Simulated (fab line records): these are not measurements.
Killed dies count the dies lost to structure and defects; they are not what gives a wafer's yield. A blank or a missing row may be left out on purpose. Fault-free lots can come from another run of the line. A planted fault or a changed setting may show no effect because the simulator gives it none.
Which tool did it? || flow nand_harc || 39 wafers from 13 lots sampled at 5 of the route's 1159 steps

== WHAT EACH GAUGE READ, for each wafer ==
NHARC_A_BONDPAD_CD_MEAS_13.
{"lot": "L354", "measured": "day 17 17:22", "on": "cd_sem-03", "cd_nm (nm)": "505.5 505.7 502.3"}
{"lot": "L355", "measured": "day 18 03:42", "on": "cd_sem-01", "cd_nm (nm)": "500.7 502.9 500.6"}
{"lot": "L357", "measured": "day 18 13:43", "on": "cd_sem-01", "cd_nm (nm)": "500.9 500.2 497.6"}
{"lot": "L358", "measured": "day 19 06:48", "on": "cd_sem-02", "cd_nm (nm)": "495.5 502.4 497.7"}
{"lot": "L360", "measured": "day 19 14:37", "on": "cd_sem-03", "cd_nm (nm)": "503.5 503.8 504.0"}
{"lot": "L364", "measured": "day 20 03:47", "on": "cd_sem-02", "cd_nm (nm)": "498.6 501.0 499.5"}
{"lot": "L361", "measured": "day 20 02:46", "on": "cd_sem-03", "cd_nm (nm)": "498.7 498.7 500.5"}
{"lot": "L363", "measured": "day 20 05:17", "on": "cd_sem-01", "cd_nm (nm)": "497.5 497.5 501.4"}
{"lot": "L366", "measured": "day 20 16:25", "on": "cd_sem-01", "cd_nm (nm)": "497.9 499.8 497.2"}
{"lot": "L365", "measured": "day 21 21:39", "on": "cd_sem-02", "cd_nm (nm)": "497.4 498.9 501.4"}
{"lot": "L368", "measured": "day 21 22:20", "on": "cd_sem-01", "cd_nm (nm)": "502.7 502.3 501.7"}
{"lot": "L374", "measured": "day 23 01:27", "on": "cd_sem-03", "cd_nm (nm)": "505.1 500.2 497.9"}
{"lot": "L377", "measured": "day 23 17:35", "on": "cd_sem-02", "cd_nm (nm)": "503.1 505.6 503.4"}

NHARC_END_SORT_01.
{"lot": "L374", "measured": "day 24 05:48", "on": "prober-02", "killed_at_array": "31 26 81", "killed_at_other": "1 0 0", "killed_at_periphery": "3 5 2", "killed_dies": "35 31 83", "killed_open": "2 4 2", "killed_short": "5 1 2"}

== TOOL THAT RAN EACH LOT (tool first, then ch and the chambers of the sampled wafers, then the start) ==
{"lot": "L354", "NHARC_A_CONTACT_ETCH_30": "rie_diel-13 ch 0,2,3, day 16 20:46", "NHARC_A_M1_ANNEAL_31": "rtp_anneal-01 ch 0, day 17 14:08", "NHARC_A_BONDPAD_PRE_CLEAN_26": "pvd_sputter-03, no start"}
{"lot": "L355", "NHARC_A_CONTACT_ETCH_30": "rie_diel-08 ch 0,3, day 17 01:41", "NHARC_A_M1_ANNEAL_31": "rtp_anneal-02 ch 0, day 18 00:25", "NHARC_A_BONDPAD_PRE_CLEAN_26": "pvd_sputter-03, no start"}
{"lot": "L357", "NHARC_A_CONTACT_ETCH_30": "rie_diel-08 ch 0,3, day 17 19:23", "NHARC_A_M1_ANNEAL_31": "rtp_anneal-01 ch 0, day 18 10:34", "NHARC_A_BONDPAD_PRE_CLEAN_26": "pvd_sputter-03, no start"}
{"lot": "L358", "NHARC_A_CONTACT_ETCH_30": "rie_diel-13 ch 1,2, day 18 06:18", "NHARC_A_M1_ANNEAL_31": "rtp_anneal-02 ch 0, day 19 03:32", "NHARC_A_BONDPAD_PRE_CLEAN_26": "pvd_sputter-03, no start"}
{"lot": "L360", "NHARC_A_CONTACT_ETCH_30": "rie_diel-08 ch 0,2,3, day 18 17:31", "NHARC_A_M1_ANNEAL_31": "rtp_anneal-01 ch 0, day 19 11:20", "NHARC_A_BONDPAD_PRE_CLEAN_26": "pvd_sputter-02, no start"}
{"lot": "L364", "NHARC_A_CONTACT_ETCH_30": "rie_diel-08 ch 0,1, day 19 03:51", "NHARC_A_M1_ANNEAL_31": "rtp_anneal-02 ch 0, day 20 00:14", "NHARC_A_BONDPAD_PRE_CLEAN_26": "pvd_sputter-02, no start"}
{"lot": "L361", "NHARC_A_CONTACT_ETCH_30": "rie_diel-13 ch 0,3, day 19 06:26", "NHARC_A_M1_ANNEAL_31": "rtp_anneal-02 ch 0, day 19 23:31", "NHARC_A_BONDPAD_PRE_CLEAN_26": "pvd_sputter-01, no start"}
{"lot": "L363", "NHARC_A_CONTACT_ETCH_30": "rie_diel-07 ch 0,2,3, day 19 09:22", "NHARC_A_M1_ANNEAL_31": "rtp_anneal-02 ch 0, day 20 00:53", "NHARC_A_BONDPAD_PRE_CLEAN_26": "pvd_sputter-02, no start"}
{"lot": "L366", "NHARC_A_CONTACT_ETCH_30": "rie_diel-08 ch 1,3, day 19 19:41", "NHARC_A_M1_ANNEAL_31": "rtp_anneal-02 ch 0, day 20 13:08", "NHARC_A_BONDPAD_PRE_CLEAN_26": "pvd_sputter-03, no start"}
{"lot": "L365", "NHARC_A_CONTACT_ETCH_30": "rie_diel-07 ch 0,1, day 20 11:19", "NHARC_A_M1_ANNEAL_31": "rtp_anneal-01 ch 0, day 21 18:26", "NHARC_A_BONDPAD_PRE_CLEAN_26": "pvd_sputter-03, no start"}
{"lot": "L368", "NHARC_A_CONTACT_ETCH_30": "rie_diel-13 ch 0,1, day 20 11:43", "NHARC_A_M1_ANNEAL_31": "rtp_anneal-02 ch 0, day 21 19:01", "NHARC_A_BONDPAD_PRE_CLEAN_26": "pvd_sputter-03, no start"}
{"lot": "L374", "NHARC_A_CONTACT_ETCH_30": "rie_diel-13 ch 1,2, day 22 06:29", "NHARC_A_M1_ANNEAL_31": "rtp_anneal-02 ch 0, day 22 22:12", "NHARC_A_BONDPAD_PRE_CLEAN_26": "pvd_sputter-03, day 24 05:48 or earlier"}
{"lot": "L377", "NHARC_A_CONTACT_ETCH_30": "rie_diel-07 ch 2,3, day 22 14:31", "NHARC_A_M1_ANNEAL_31": "rtp_anneal-01 ch 0, day 23 14:05", "NHARC_A_BONDPAD_PRE_CLEAN_26": "pvd_sputter-03, no start"}
- NHARC_A_CONTACT_ETCH_30: etches the open film in CF4/CHF3, target depth 60.5 nm, time 30.2 s.
- NHARC_A_M1_ANNEAL_31: time 90 s.
- NHARC_A_BONDPAD_PRE_CLEAN_26: time 30 s.

== WHAT THE TOOLS THEMSELVES READ (means of the sampled wafers that have a number; where no wafer has one, the mark that the record gives instead) ==
NHARC_A_CONTACT_ETCH_30.
{"lot": "L354", "tool": "rie_diel-13", "bias_w (W)": 200.5, "drypump_motor_current_A (A)": 5.6, "oes_product_au (a.u.)": 0.924, "rf_vpp_V (V)": 370.8, "showerhead_plenum_p_Torr (Torr)": 1.56, "throttle_valve_pct (%)": 16.807}
{"lot": "L355", "tool": "rie_diel-08", "bias_w (W)": 199.7, "drypump_motor_current_A (A)": 5.6, "oes_product_au (a.u.)": 0.919, "rf_vpp_V (V)": 372.2, "showerhead_plenum_p_Torr (Torr)": 1.62, "throttle_valve_pct (%)": 16.803}
{"lot": "L357", "tool": "rie_diel-08", "bias_w (W)": 200.1, "drypump_motor_current_A (A)": 5.6, "oes_product_au (a.u.)": 0.919, "rf_vpp_V (V)": 371.9, "showerhead_plenum_p_Torr (Torr)": 1.62, "throttle_valve_pct (%)": 16.809}
{"lot": "L358", "tool": "rie_diel-13", "bias_w (W)": 199.5, "drypump_motor_current_A (A)": 5.6, "oes_product_au (a.u.)": 0.935, "rf_vpp_V (V)": 370.0, "showerhead_plenum_p_Torr (Torr)": 1.55, "throttle_valve_pct (%)": 16.794}
{"lot": "L360", "tool": "rie_diel-08", "bias_w (W)": 200.2, "drypump_motor_current_A (A)": 5.4, "oes_product_au (a.u.)": 0.917, "rf_vpp_V (V)": 372.4, "showerhead_plenum_p_Torr (Torr)": 1.61, "throttle_valve_pct (%)": 16.803}
{"lot": "L364", "tool": "rie_diel-08", "bias_w (W)": 199.7, "drypump_motor_current_A (A)": 5.7, "oes_product_au (a.u.)": 0.917, "rf_vpp_V (V)": 371.2, "showerhead_plenum_p_Torr (Torr)": 1.58, "throttle_valve_pct (%)": 16.806}
{"lot": "L361", "tool": "rie_diel-13", "bias_w (W)": 199.9, "drypump_motor_current_A (A)": 5.8, "oes_product_au (a.u.)": 0.909, "rf_vpp_V (V)": 371.9, "showerhead_plenum_p_Torr (Torr)": 1.61, "throttle_valve_pct (%)": 16.786}
{"lot": "L363", "tool": "rie_diel-07", "bias_w (W)": 200.3, "drypump_motor_current_A (A)": 5.8, "oes_product_au (a.u.)": 0.929, "rf_vpp_V (V)": 372.0, "showerhead_plenum_p_Torr (Torr)": 1.64, "throttle_valve_pct (%)": 16.812}
{"lot": "L366", "tool": "rie_diel-08", "bias_w (W)": 200.1, "drypump_motor_current_A (A)": 5.7, "oes_product_au (a.u.)": 0.936, "rf_vpp_V (V)": 371.8, "showerhead_plenum_p_Torr (Torr)": 1.60, "throttle_valve_pct (%)": 16.795}
{"lot": "L365", "tool": "rie_diel-07", "bias_w (W)": 200.2, "drypump_motor_current_A (A)": 5.7, "oes_product_au (a.u.)": 0.916, "rf_vpp_V (V)": 371.2, "showerhead_plenum_p_Torr (Torr)": 1.59, "throttle_valve_pct (%)": 16.808}
{"lot": "L368", "tool": "rie_diel-13", "bias_w (W)": 200.7, "drypump_motor_current_A (A)": 6.0, "oes_product_au (a.u.)": 0.950, "rf_vpp_V (V)": 372.7, "showerhead_plenum_p_Torr (Torr)": 1.64, "throttle_valve_pct (%)": 16.810}
{"lot": "L374", "tool": "rie_diel-13", "bias_w (W)": 199.8, "drypump_motor_current_A (A)": 5.8, "oes_product_au (a.u.)": 0.916, "rf_vpp_V (V)": 370.0, "showerhead_plenum_p_Torr (Torr)": 1.54, "throttle_valve_pct (%)": 16.795}
{"lot": "L377", "tool": "rie_diel-07", "bias_w (W)": 200.0, "drypump_motor_current_A (A)": 5.9, "oes_product_au (a.u.)": 0.980, "rf_vpp_V (V)": 371.6, "showerhead_plenum_p_Torr (Torr)": 1.61, "throttle_valve_pct (%)": 16.802}

NHARC_A_M1_ANNEAL_31.
{"lot": "L354", "tool": "rtp_anneal-01", "wafer_temp_C_max": 226.2}
{"lot": "L355", "tool": "rtp_anneal-02", "wafer_temp_C_max": 225.6}
{"lot": "L357", "tool": "rtp_anneal-01", "wafer_temp_C_max": 226.2}
{"lot": "L358", "tool": "rtp_anneal-02", "wafer_temp_C_max": 225.6}
{"lot": "L360", "tool": "rtp_anneal-01", "wafer_temp_C_max": 226.5}
{"lot": "L364", "tool": "rtp_anneal-02", "wafer_temp_C_max": 225.8}
{"lot": "L361", "tool": "rtp_anneal-02", "wafer_temp_C_max": 225.6}
{"lot": "L363", "tool": "rtp_anneal-02", "wafer_temp_C_max": 225.6}
{"lot": "L366", "tool": "rtp_anneal-02", "wafer_temp_C_max": 225.6}
{"lot": "L365", "tool": "rtp_anneal-01", "wafer_temp_C_max": 226.0}
{"lot": "L368", "tool": "rtp_anneal-02", "wafer_temp_C_max": 225.7}
{"lot": "L374", "tool": "rtp_anneal-02", "wafer_temp_C_max": 225.7}
{"lot": "L377", "tool": "rtp_anneal-01", "wafer_temp_C_max": 226.1}

NHARC_A_BONDPAD_PRE_CLEAN_26.
{"lot": "L354", "tool": "pvd_sputter-03", "heater_power_w (W)": 427}
{"lot": "L355", "tool": "pvd_sputter-03", "heater_power_w (W)": 434}
{"lot": "L357", "tool": "pvd_sputter-03", "heater_power_w (W)": 436}
{"lot": "L358", "tool": "pvd_sputter-03", "heater_power_w (W)": 441}
{"lot": "L360", "tool": "pvd_sputter-02", "heater_power_w (W)": 414}
{"lot": "L364", "tool": "pvd_sputter-02", "heater_power_w (W)": 413}
{"lot": "L361", "tool": "pvd_sputter-01", "heater_power_w (W)": 423}
{"lot": "L363", "tool": "pvd_sputter-02", "heater_power_w (W)": 442}
{"lot": "L366", "tool": "pvd_sputter-03", "heater_power_w (W)": 450}
{"lot": "L365", "tool": "pvd_sputter-03", "heater_power_w (W)": 444}
{"lot": "L368", "tool": "pvd_sputter-03", "heater_power_w (W)": 434}
{"lot": "L374", "tool": "pvd_sputter-03", "heater_power_w (W)": 444}
{"lot": "L377", "tool": "pvd_sputter-03", "heater_power_w (W)": 443}

== THE ANSWER, worked out from the rows above alone ==
Rule: usual is defined by the lots themselves. The widest of any qualifying gaps counts: lots, ordered by their means at a reading, are off when they make up no more than a third of the lots, leave a main group of 4 or more, and stand apart from it by 3 or more times the standard deviation of that group's means. A main group whose means are all the same, to the digits that the tables above print for the reading, isn't used. A lot without any number at a reading at which 4 lots or more have one is off too. All remaining lots with rows at the step are treated as sound. The gauges are gone through in route order, then the tools' own readings, and for those a lot's mean is taken as printed above. At the first step where some lot is off, the reading lying furthest off is the one used; lots without a number count as furthest.
No lot is off on any of the readings shown, so nothing can be concluded from this.

== WHAT WAS PUT IN BY THE SIMULATOR ==
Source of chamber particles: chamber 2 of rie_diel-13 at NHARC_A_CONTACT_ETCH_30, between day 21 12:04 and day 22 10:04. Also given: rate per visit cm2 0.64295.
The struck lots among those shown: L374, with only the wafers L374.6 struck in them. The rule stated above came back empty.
